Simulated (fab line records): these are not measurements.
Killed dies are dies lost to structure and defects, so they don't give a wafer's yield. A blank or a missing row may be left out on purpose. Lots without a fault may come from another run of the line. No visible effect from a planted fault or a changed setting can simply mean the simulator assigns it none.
What tool caused it? ; flow n5Finfet ; 15 lots with 45 wafers sampled at 4 steps, on a route of 1938 steps

WHAT EACH GAUGE READ, for each wafer
No reading from a measuring or inspecting step in the record can be judged against a usual standard deviation.

WHICH TOOL RAN EACH LOT (tool, then ch and the chambers of the sampled wafers, then the start)
lot;N5_BEOL_M6_PEB_26;N5_BEOL_M6_ETCH_65;N5_BEOL_M6_ETCH_66;N5_BEOL_M6_ETCH_41
L297;lithoTrack-01 ch 0, day 9 07:09;rieDiel-04 ch 0,1,2, day 9 07:23;rieDiel-04 ch 0,1,2, day 9 07:25;rieDiel-04 ch 0,1,2, no start
L298;lithoTrack-02 ch 0, day 9 22:17;rieDiel-03 ch 0,1, day 9 22:35;rieDiel-03 ch 0,1, day 9 22:37;rieDiel-03 ch 0,1, no start
L300;lithoTrack-02 ch 0, day 10 01:38;rieDiel-01 ch 2,3, day 10 01:58;rieDiel-01 ch 2,3, day 10 01:59;rieDiel-01 ch 2,3, no start
L302;lithoTrack-02 ch 0, day 10 12:17;rieDiel-01 ch 1,2,3, day 10 12:43;rieDiel-01 ch 1,2,3, day 10 12:44;rieDiel-01 ch 1,2,3, no start
L306;lithoTrack-01 ch 0, day 11 12:31;rieDiel-01 ch 0,2,3, day 11 14:13;rieDiel-01 ch 0,2,3, day 11 14:14;rieDiel-01 ch 0,2,3, no start
L309;lithoTrack-01, day 12 12:55;rieDiel-04 ch 0,1,3, day 12 13:09;rieDiel-04 ch 0,1,3, day 12 13:11;rieDiel-04 ch 0,1,3, no start
L308;lithoTrack-02, day 12 13:05;rieDiel-01 ch 1,2,3, day 12 13:19;rieDiel-01 ch 1,2,3, day 12 13:21;rieDiel-01 ch 1,2,3, no start
L310;lithoTrack-02, day 12 17:29;rieDiel-04 ch 0,2, day 12 17:43;rieDiel-04 ch 0,2, day 12 17:45;rieDiel-04 ch 0,2, no start
L312;lithoTrack-02 ch 0, day 12 21:41;rieDiel-01 ch 1,2,3, day 12 21:55;rieDiel-01 ch 1,2,3, day 12 21:57;rieDiel-01 ch 1,2,3, no start
L313;lithoTrack-01 ch 0, day 13 13:52;rieDiel-03 ch 0,1,3, day 13 14:07;rieDiel-03 ch 0,1,3, day 13 14:08;rieDiel-03 ch 0,1,3, no start
L315;lithoTrack-01 ch 0, day 13 17:46;rieDiel-03 ch 0,1,2, day 13 18:17;rieDiel-03 ch 0,1,2, day 13 18:19;rieDiel-03 ch 0,1,2, no start
L314;lithoTrack-02 ch 0, day 13 18:10;rieDiel-03 ch 0,1,3, day 13 18:41;rieDiel-03 ch 0,1,3, day 13 18:43;rieDiel-03 ch 0,1,3, no start
L317;lithoTrack-01 ch 0, day 14 11:01;rieDiel-03 ch 0,2,3, day 14 11:16;rieDiel-03 ch 0,2,3, day 14 11:17;rieDiel-03 ch 0,2,3, no start
L318;lithoTrack-02 ch 0, day 14 16:30;rieDiel-01 ch 0,1,3, day 14 16:44;rieDiel-01 ch 0,1,3, day 14 16:46;rieDiel-01 ch 0,1,3, no start
L320;lithoTrack-05 ch 0, day 15 02:23;rieDiel-04 ch 1,2,3, day 15 02:38;rieDiel-04 ch 1,2,3, day 15 02:40;rieDiel-04 ch 1,2,3, no start
- N5_BEOL_M6_PEB_26: peb time 60 s.
- N5_BEOL_M6_ETCH_65: etches SiARC in CF4, target depth 15.6 nm, time 26 s.
- N5_BEOL_M6_ETCH_66: etches SOC in N2/H2, target depth 80 nm, overetch 16 nm, time 120 s.
- N5_BEOL_M6_ETCH_41: etches SiCN in CH3F/O2, target depth 29.7 nm, time 52 s.

AS READ BY THE TOOLS THEMSELVES (means over the sampled wafers that have a number; for cases with no such wafer, the mark the record gives instead)
N5_BEOL_M6_PEB_26.
lot;tool;chillPlateTempC (C);exhaustPa (Pa);plateTempC (C)
L297;lithoTrack-01;23.11;44.7;99.80
L298;lithoTrack-02;23.13;44.8;99.94
L300;lithoTrack-02;23.01;45.8;99.97
L302;lithoTrack-02;22.97;45.4;100.12
L306;lithoTrack-01;23.03;44.8;99.98
L309;lithoTrack-01;-;-;-
L308;lithoTrack-02;-;-;-
L310;lithoTrack-02;-;-;-
L312;lithoTrack-02;22.95;45.0;99.72
L313;lithoTrack-01;23.14;45.3;99.90
L315;lithoTrack-01;22.97;44.9;100.09
L314;lithoTrack-02;23.02;43.9;100.12
L317;lithoTrack-01;22.89;44.5;100.06
L318;lithoTrack-02;23.22;44.1;100.03
L320;lithoTrack-05;22.94;45.1;99.92

N5_BEOL_M6_ETCH_65.
lot;tool;drypumpMotorCurrentA (A);etchRfOnTimeS (s);oesProductAu (a.u.);rfVppV (V);showerheadPlenumPTorr (Torr);throttleValvePct (%)
L297;rieDiel-04;5.8;25.7;0.69;184.9;2.19;15.61
L298;rieDiel-03;5.5;25.8;0.78;184.1;2.10;15.35
L300;rieDiel-01;6.1;26.3;0.61;183.9;2.10;15.65
L302;rieDiel-01;6.0;26.1;0.60;183.3;2.10;15.71
L306;rieDiel-01;6.0;25.7;0.64;183.1;2.08;15.59
L309;rieDiel-04;5.8;25.7;0.70;184.4;2.20;15.54
L308;rieDiel-01;5.9;25.9;0.68;182.8;2.09;15.59
L310;rieDiel-04;5.5;25.4;0.68;183.8;2.12;15.58
L312;rieDiel-01;6.0;25.8;0.68;182.7;2.09;15.60
L313;rieDiel-03;5.8;25.7;0.69;183.0;2.08;15.57
L315;rieDiel-03;5.6;25.9;0.69;184.8;2.13;15.59
L314;rieDiel-03;5.8;26.3;0.68;183.0;2.08;15.56
L317;rieDiel-03;5.5;25.8;0.65;183.9;2.11;15.82
L318;rieDiel-01;5.9;25.7;0.68;183.5;2.07;15.53
L320;rieDiel-04;5.8;26.4;0.65;185.7;2.24;15.83

N5_BEOL_M6_ETCH_66.
lot;tool;drypumpMotorCurrentA (A);oesProductAu (a.u.);rfVppV (V);showerheadPlenumPTorr (Torr);throttleValvePct (%)
L297;rieDiel-04;5.8;0.62;525.5;2.60;17.82
L298;rieDiel-03;5.5;0.70;522.5;2.50;17.60
L300;rieDiel-01;6.0;0.55;522.0;2.49;17.87
L302;rieDiel-01;5.9;0.55;521.2;2.49;17.90
L306;rieDiel-01;6.0;0.57;522.4;2.46;17.83
L309;rieDiel-04;5.8;0.62;525.8;2.61;17.75
L308;rieDiel-01;5.9;0.60;520.9;2.48;17.78
L310;rieDiel-04;5.5;0.60;522.7;2.51;17.74
L312;rieDiel-01;6.0;0.60;521.2;2.48;17.79
L313;rieDiel-03;5.8;0.62;522.2;2.46;17.82
L315;rieDiel-03;5.7;0.62;523.4;2.53;17.80
L314;rieDiel-03;5.8;0.62;522.3;2.46;17.82
L317;rieDiel-03;5.5;0.58;522.4;2.51;18.05
L318;rieDiel-01;5.9;0.61;521.4;2.45;17.73
L320;rieDiel-04;5.9;0.59;527.3;2.65;18.00

N5_BEOL_M6_ETCH_41.
lot;tool;drypumpMotorCurrentA (A);oesProductAu (a.u.);rfVppV (V);showerheadPlenumPTorr (Torr);throttleValvePct (%)
L297;rieDiel-04;5.8;0.81;297.8;2.05;16.34
L298;rieDiel-03;5.5;0.93;296.6;1.96;16.05
L300;rieDiel-01;6.0;0.72;295.7;1.96;16.37
L302;rieDiel-01;5.9;0.72;296.4;1.95;16.41
L306;rieDiel-01;6.0;0.74;295.4;1.94;16.29
L309;rieDiel-04;5.8;0.81;298.7;2.06;16.26
L308;rieDiel-01;5.9;0.79;296.5;1.95;16.29
L310;rieDiel-04;5.5;0.79;296.2;1.97;16.29
L312;rieDiel-01;5.9;0.79;296.4;1.95;16.29
L313;rieDiel-03;5.8;0.81;295.7;1.93;16.25
L315;rieDiel-03;5.6;0.81;297.5;1.99;16.28
L314;rieDiel-03;5.8;0.80;295.4;1.93;16.26
L317;rieDiel-03;5.5;0.76;297.2;1.97;16.51
L318;rieDiel-01;5.9;0.79;295.9;1.92;16.21
L320;rieDiel-04;5.8;0.76;298.9;2.09;16.55

THE ANSWER, worked out from the rows above alone
Rule: usual is defined by the lots themselves. The widest of any qualifying gaps counts: lots, ordered by their means at a reading, are off when they make up no more than a third of the lots, leave a main group of 4 or more, and stand apart from it by 3 or more times the standard deviation of that group's means. If all means in a main group match to the digits the tables above print for the reading, that group is not used. Also off: a lot with no number at a reading for which 4 or more lots have one. All remaining lots with rows at the step are treated as sound. After the gauges, taken in route order, come the tools' own readings; for these a lot's mean is taken, as printed above. The first step at which some lot is off is used, and at that step the reading that is off furthest; a lot without a number counts as furthest.
Off: L309, L308, L310 (N5_BEOL_M6_PEB_26, chillPlateTempC). Without a number there: L309, L308, L310. The main group: mean 23.03 C, standard deviation 0.094.
If a tool, at that step or one of the process steps before it, ran each lot that is off and ran no sound lot following the first of them, it fits. Of those tried, none fits.

WHAT THE SIMULATOR HAD PUT IN
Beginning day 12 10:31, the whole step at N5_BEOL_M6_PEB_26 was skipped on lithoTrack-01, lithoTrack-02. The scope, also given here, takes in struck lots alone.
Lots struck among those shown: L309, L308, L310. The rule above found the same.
